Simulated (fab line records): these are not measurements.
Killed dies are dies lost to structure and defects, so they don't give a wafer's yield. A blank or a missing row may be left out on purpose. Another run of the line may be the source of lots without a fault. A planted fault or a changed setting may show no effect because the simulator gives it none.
A lot that was struck, set against a sound lot + flow nand-harc + 41 steps out of a route of 1159
Sound: these wafers, L208.1, L208.3, L208.4. Struck: wafer L215.2. (L215.3, L215.5 of the same lot were not struck and are left out.) The cause comes at the end.
Per side, at each step with rows, come the tool, then ch with its chambers, and then its first start. Under that, the readings that differ: sound wafers + struck wafers + difference of the means + sigmas: that difference in standard deviations of wafers without a fault.
alike: words and numbers the same on both sides, and readings whose means are apart by under 2 such deviations; not compared: readings that were withheld, readings missing a value for some wafer, numbers with overlapping values and no deviation given by the record, and bounds like >300 which may hide the same value.
A row with sigmas, a row that says differs or no value, or rows on one side alone: a step with any of these is where the two part. Numbers that have no deviation but don't overlap get no sigmas and don't part them. A reading missing from all wafers of one side parts the sides only when that side holds two or more wafers.

first, 4 steps without rows for these wafers: NHARC_P_BONDPAD_PRE_CLEAN_26 (time 30 s); NHARC_P_BONDPAD_PVD_17 (deposits TaN, target thk 5 nm, time 8.06 s); NHARC_P_BONDPAD_PVD_27 (deposits Cu, target thk 30 nm, time 20.49 s); NHARC_P_BONDPAD_ECD_18 (material Cu, target thk 400 nm).
NHARC_P_BONDPAD_ANNEAL_28: time 90 s.
  sound on rtp-anneal-02 ch 0, day 6 09:54; struck on rtp-anneal-01 ch 0, day 8 11:01
  alike: anneal-temp-c-max, wafer_temp_C_max
NHARC_P_BONDPAD_CMP_19: polishes, t overpolish 30 s, cu recess touch 16 s, target thk 160.81 nm.
  sound on cmp-03 ch 0,1,2, day 6 10:14; struck on cmp-02 ch 1, day 8 11:20
  alike: motor-current-A, overpolish-run-s
NHARC_P_BONDPAD_THK_MEAS_20: measures by xrf.
  sound: film-metro-02 at day 6 10:34; struck: film-metro-02 at day 8 11:38
  alike: thk-nm
then, 1 step without rows for these wafers: NHARC_P_BONDPAD_SRD_21 (time 30 s, dry time 20 s).
NHARC_P_BONDPAD_INSPECT_23:
  sound: defect-inspect-02 at day 6 10:47; struck: defect-inspect-01 at day 8 11:52
  alike: raw-defect-count
NHARC_P_BONDPAD_ACTIVATE_29: chemistry N2, time 60 s.
  sound on rie-diel-05 ch 0,1,2, day 6 10:51; struck on rie-diel-05 ch 0, day 8 11:59
| reading                | sound    | struck | difference | sigmas |
|------------------------|----------|--------|------------|--------|
| rf-hours-counter-h (h) | 13 13 12 | 1      | -12        |        |
  alike: drypump-motor-current-A, oes-product-au, rf-vpp-V, showerhead-plenum-p-Torr
NHARC_P_BONDPAD_PRECLEAN_30: cleans in DIW, time 300 s.
  sound on wet-bench-08 ch 0,1,5, day 6 11:01; struck on wet-bench-10 ch 3,6,7, day 8 12:07
then, 1 step without rows for these wafers: NHARC_P_BONDPAD_SRD_31 (time 30 s, dry time 20 s).
NHARC_A_START_INSPECT_01:
  sound: defect-inspect-01 at day 6 11:16; struck: defect-inspect-01 at day 8 12:23
  alike: raw-defect-count
then, 11 steps without rows for these wafers: NHARC_A_ZERO_WELL_PRECLEAN_00 (cleans in SPM, time 600 s); NHARC_A_ZERO_WELL_SRD_01; NHARC_A_ZERO_WELL_DEHYDRATE_02 (time 120 s); NHARC_A_ZERO_WELL_HMDS_03 (time 30 s); NHARC_A_ZERO_WELL_COAT_18 (time 65 s); NHARC_A_ZERO_WELL_COAT_04 (resist thk 600 nm); NHARC_A_ZERO_WELL_SOFTBAKE_05 (time 70 s); NHARC_A_ZERO_WELL_EBR_06; NHARC_A_ZERO_WELL_EXPOSE_07 (exposes mask A ZERO); NHARC_A_ZERO_WELL_PEB_08 (peb time 80 s); NHARC_A_ZERO_WELL_DEVELOP_09 (time 50 s).
NHARC_A_ZERO_WELL_CD_MEAS_10: target cd 2000 nm.
  sound on cd-sem-03 ch 0, day 6 12:11; struck on cd-sem-03 ch 0, day 8 13:14
  alike: cd-nm
then, 1 step without rows for these wafers: NHARC_A_ZERO_WELL_HARDBAKE_11 (time 65 s).
NHARC_A_ZERO_WELL_DESCUM_12: chemistry O2, time 3 s.
  sound on rie-diel-02 ch 1,2,3, day 6 12:20; struck on rie-diel-02 ch 1, day 8 13:23
| reading                | sound          | struck | difference | sigmas |
|------------------------|----------------|--------|------------|--------|
| rf-hours-counter-h (h) | 10 10 11       | 2      | -8         |        |
| rf-vpp-V (V)           | 58.3 57.6 58.6 | 55.5   | -2.7       | -3     |
  alike: drypump-motor-current-A, oes-product-au, showerhead-plenum-p-Torr, throttle-valve-pct
then, 6 steps without rows for these wafers: NHARC_A_ZERO_WELL_ETCH_19 (etches the open film in N2/H2, target depth 80 nm, overetch 24 nm, time 87.88 s); NHARC_A_ZERO_WELL_ETCH_13 (etches the open film in HBr/Cl2, target depth 120 nm, time 40.1 s); NHARC_A_ZERO_WELL_STRIP_14 (strips in SPM, time 900 s); NHARC_A_ZERO_WELL_IMPLANT_15; NHARC_A_ZERO_WELL_PRECLEAN_22 (cleans in SC1, time 60 s); NHARC_A_ZERO_WELL_SRD_23.
NHARC_A_ZERO_WELL_RTA_16: time 10 s.
  sound on rtp-anneal-02 ch 0, day 6 13:34; struck on rtp-anneal-02 ch 0, day 8 14:32
  alike: anneal-temp-c-max, lamp-power-pct, lamp_zone_7_pct, wafer_temp_C_max
NHARC_A_ZERO_WELL_INSPECT_17:
  sound: defect-inspect-02 at day 6 13:48; struck: defect-inspect-02 at day 8 14:43
  alike: raw-defect-count
then, 3 steps without rows for these wafers: NHARC_A_SOURCE_PLATE_PRECLEAN_00 (cleans in HF-LAST, time 60 s); NHARC_A_SOURCE_PLATE_SRD_01; NHARC_A_SOURCE_PLATE_OXIDE_02 (material SiO2, target thk 10 nm, ox time 1362 s).
NHARC_A_SOURCE_PLATE_THK_MEAS_09: measures by ellipsometry.
  sound: film-metro-01 at day 6 18:19; struck: film-metro-01 at day 8 19:57
  alike: thk-nm
-- the record jumps here: 12 days lie between the struck wafers' starts before and after (it left off in module A_SOURCE_PLATE and takes up again in module THIN_TSV, whose first step shown is number 1101 of the route) --
NHARC_THIN_TSV_GRIND_00:
  sound on grinder-01 ch 0, day 18 15:34; struck on grinder-01 ch 0, day 20 13:53
| reading | sound | struck                   | difference                   | sigmas |
|---------|-------|--------------------------|------------------------------|--------|
| hold    | - - - | await-dispo/2.9h/release | no value on the sound wafers |        |
  alike: motor-current-A
NHARC_END_SORT_01:
  sound on prober-02 ch 0, day 19 09:02; struck on prober-01 ch 0, day 21 14:35
| reading                  | sound          | struck                   | difference                   | sigmas |
|--------------------------|----------------|--------------------------|------------------------------|--------|
| hold                     | - - -          | await-dispo/3.0h/release | no value on the sound wafers |        |
| defect-limited-yield (%) | 94.7 93.9 96.0 | 90.4                     | -4.5                         | -3     |
| killed-at-array          | 27 36 22       | 11                       | -17                          | -2     |
| killed-at-other          | 3 4 3          | 0                        | -3                           | -3     |
| killed-at-periphery      | 6 1 2          | 54                       | +51                          | +22    |
| killed-dies              | 36 41 27       | 65                       | +30                          | +3     |
| sort_bin_2_pct (%)       | 2.8 1.5 0.9    | 3.5                      | +1.8                         | +3     |
| sort_bin_3_pct (%)       | 0 0.15 0       | 2.81                     | +2.76                        | +14    |
| sort-n-pass              | 641 636 650    | 612                      | -30                          | -3     |
| sort-rim-yield-pct (%)   | 95.3 99.1 93.4 | 86.8                     | -9.1                         | -3     |
| sort-yield-pct (%)       | 94.7 93.9 96.0 | 90.4                     | -4.5                         | -3     |
  alike: killed-open, killed-short, sort_bin_4_pct

== WHERE THEY PART ==
Last at NHARC_END_SORT_01 as far as this record goes, first at NHARC_A_ZERO_WELL_DESCUM_12.

WHY: whatever the simulator had introduced
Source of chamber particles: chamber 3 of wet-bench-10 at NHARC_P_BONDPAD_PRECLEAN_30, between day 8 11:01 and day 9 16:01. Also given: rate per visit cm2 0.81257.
